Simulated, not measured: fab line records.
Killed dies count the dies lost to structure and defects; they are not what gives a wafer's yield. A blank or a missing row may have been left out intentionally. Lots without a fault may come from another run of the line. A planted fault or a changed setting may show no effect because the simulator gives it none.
Matching of chambers ; flow n5_finfet ; 3 sister chambers for N5_BEOL_M1_PRE_CLEAN_60 on cvd_co-01
The step time 15 s. 6 wafers are shown with their chamber, then 8 later ones without.

## WAFERS PAIRED WITH THEIR CHAMBERS
wafer;chamber;heater_power_w (W);rf_fwd_power_W (W)
L082.6;1;71;298.5
L083.5;1;70;298.1
L088.1;0;91;297.4
L088.3;2;50;297.1
L088.5;0;87;296.5
L090.1;2;50;297.4

## WAFERS WITHOUT THEIR CHAMBER
wafer;heater_power_w (W);rf_fwd_power_W (W)
L090.2;70;298.2
L090.4;50;298.1
L094.1;90;298.2
L094.2;49;296.3
L094.4;49;296.2
L096.1;88;298.5
L096.3;71;298.7
L096.5;90;296.7

## WHICH CHAMBER EACH ONE RAN IN
wafer;from the rows above;in truth
L090.2;1;1
L090.4;2;2
L094.1;0;0
L094.2;2;2
L094.4;2;2
L096.1;0;0
L096.3;1;1
L096.5;0;0
8 of 8 placed correctly. From these rows, 0 cannot be placed. Placed wrongly: 0.
How it was worked out, from the rows above alone: a wafer's distance from a chamber is the root of the sum, over the readings, of the square of ((its reading less the chamber's mean) divided by the reading's scatter). The wafer belongs to the nearest chamber; if the next one is less than 2 further off, it can't be placed. The mean given for a chamber averages the wafers shown for that chamber. The scatter: the root of (the sum of the squares of (reading less its chamber's mean) over the shown wafers, divided by (wafers less chambers)).
